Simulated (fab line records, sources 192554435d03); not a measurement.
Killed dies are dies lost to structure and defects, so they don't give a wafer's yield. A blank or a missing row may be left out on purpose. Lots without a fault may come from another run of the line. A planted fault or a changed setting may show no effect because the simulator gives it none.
A struck lot beside a sound one | flow n5_finfet | 24 steps out of a route of 1938
Sound: wafers L553.1, L553.4, L553.5. Struck: wafers L561.1, L561.2, L561.3. The cause comes at the end.
At each step with rows: each side's tool, then ch and its chambers, then its first start. Under that, the readings that differ: sound wafers | struck wafers | difference of the means | sigmas: that difference in standard deviations of wafers without a fault.
alike: readings whose means differ by less than 2 such deviations, and words and numbers that are the same on both sides. not compared: withheld readings, readings that some wafer has no value for, bounds like >300 that may hide the same value, and numbers for which the record gives no deviation and whose values overlap.
The two part at a step that has a row with sigmas, a row that says differs or no value, or rows on one side only. Numbers that don't overlap but have no deviation are shown without sigmas and don't part them. A reading that every wafer of one side lacks parts them only if that side has two wafers or more.

first, 9 steps without rows for these wafers: N5_MOL_CONTACT_COAG_SRD_126 (dry time 32 s); N5_MOL_CONTACT_COAG_CMP_23 (polishes, stops on SiO2, t overpolish 1.5 s, target thk 0 nm); N5_MOL_CONTACT_COAG_WET_ETCH_26 (target Co, target depth 13 nm); N5_MOL_CONTACT_COAG_WET_ETCH_116 (etches the open film in SC1-inhibited, target depth 4.6 nm, rinse time 30 s); N5_MOL_CONTACT_COAG_ALD_27 (deposits SiOC, target thk 17 nm, pulse time 1.5 s, time 2720 s); N5_MOL_CONTACT_COAG_CMP_28 (polishes, stops on SiNx, t overpolish 0.85 s, target thk 14.522 nm); N5_MOL_CONTACT_COAG_ALD_123 (deposits SiNx, target thk 5 nm, pulse time 1 s, purge time 2 s); N5_MOL_CONTACT_COAG_PECVD_31 (deposits SiO2 from TEOS/O2, target thk 46 nm, time 8.9 s); N5_MOL_CONTACT_COAG_COAT_75 (time 60 s, resist thk 60 nm).
N5_MOL_CONTACT_COAG_COAT_76: time 60 s, resist thk 10 nm.
  sound on litho_track-04 ch 0, day 5 19:36; struck on litho_track-04 ch 0, day 8 00:26
  reading                                             | sound                | struck               | difference | sigmas
  spin_speed_rpm (rpm)                                | 1501.0 1501.6 1501.6 | 1348.4 1350.4 1349.5 | -152.0     | -99 or more
  model.SiARC_of_MOL_CONTACT_COAG_COAT_76.thk_nm (nm) | 10 10 10             | 10.6 10.6 10.6       | +0.6       |
  alike: chill_plate_temp_C, dispense_pressure_kPa
then, 9 steps without rows for these wafers: N5_MOL_CONTACT_COAG_COAT_77 (time 60 s, resist thk 10 nm); N5_MOL_CONTACT_COAG_COAT_78 (resist thk 40 nm); N5_MOL_CONTACT_COAG_EBR_80; N5_MOL_CONTACT_COAG_SOFTBAKE_79 (time 60 s); N5_MOL_CONTACT_COAG_EXPOSE_81 (exposes mask VG, defocus 0 nm); N5_MOL_CONTACT_COAG_PEB_82 (peb time 60 s); N5_MOL_CONTACT_COAG_DEVELOP_83 (develop time 30 s); N5_MOL_CONTACT_COAG_DESCUM_88 (chemistry O2, time 7 s); N5_MOL_CONTACT_COAG_ETCH_89 (etches underlayer in N2/H2, target depth 13 nm, time 10.4 s).
N5_MOL_CONTACT_COAG_ETCH_90: etches SiARC in CF4, target depth 13 nm, time 21.7 s.
  sound on rie_diel-05 ch 1,3, day 5 20:37; struck on rie_diel-04 ch 0,2,3, day 8 01:05
  reading                                               | sound             | struck            | difference | sigmas
  model.etch.depth_nm (nm)                              | 9.994 10.03 10.01 | 10.51 10.53 10.52 | +0.51      |
  model.CAR-EUV_of_MOL_CONTACT_COAG_COAT_78.thk_nm (nm) | 17 17 16.8        | 16.4 16.6 16.6    | -0.4       |
  alike: bias_w, drypump_motor_current_A, etch_rf_on_time_s, oes_product_au, rf_vpp_V, showerhead_plenum_p_Torr, throttle_valve_pct
  not compared: rf_hours_counter_h
then, 1 step without rows for these wafers: N5_MOL_CONTACT_COAG_ALD_131 (deposits SiO2, target thk 5 nm, pulse time 1 s, co reactant pulse time 1 s).
N5_MOL_CONTACT_COAG_ETCHBACK_132: etches SiO2 in CHF3, target depth 10 nm, time 6.7 s.
  sound on rie_diel-05 ch 0,3, day 5 20:54; struck on rie_diel-05 ch 0,1,2, day 8 01:20
  reading                                               | sound          | struck       | difference | sigmas
  model.CAR-EUV_of_MOL_CONTACT_COAG_COAT_78.thk_nm (nm) | 15.6 15.6 15.4 | 15 15.2 15.2 | +0         |
  alike: bias_w, drypump_motor_current_A, oes_ar_750_au, oes_product_au, rf_vpp_V, showerhead_plenum_p_Torr, throttle_valve_pct
  not compared: rf_hours_counter_h
N5_MOL_CONTACT_COAG_ETCH_91: etches SOC in N2/H2, target depth 60 nm, overetch 21 nm, time 101.2 s.
  sound on rie_diel-05 ch 0,3, day 5 20:56; struck on rie_diel-05 ch 0,1,2, day 8 01:23
  reading                                             | sound   | struck      | difference | sigmas
  model.SiARC_of_MOL_CONTACT_COAG_COAT_76.thk_nm (nm) | 6 5.8 6 | 6.4 6.6 6.4 | +0.5       |
  alike: bias_w, drypump_motor_current_A, oes_product_au, rf_vpp_V, showerhead_plenum_p_Torr, throttle_valve_pct
  not compared: rf_hours_counter_h
then, 1 step without rows for these wafers: N5_MOL_CONTACT_COAG_STRIP_92 (strips in N2/H2).

WHERE THEY PART
Only at N5_MOL_CONTACT_COAG_COAT_76, within this record. Later steps at which nothing parts them and some readings are alike: N5_MOL_CONTACT_COAG_ETCH_90, N5_MOL_CONTACT_COAG_ETCHBACK_132, N5_MOL_CONTACT_COAG_ETCH_91.

WHY: what the simulator had put in
Process parameter drift: litho_track-04, from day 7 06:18 on, at N5_MOL_CONTACT_COAG_COAT_76. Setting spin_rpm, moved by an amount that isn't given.
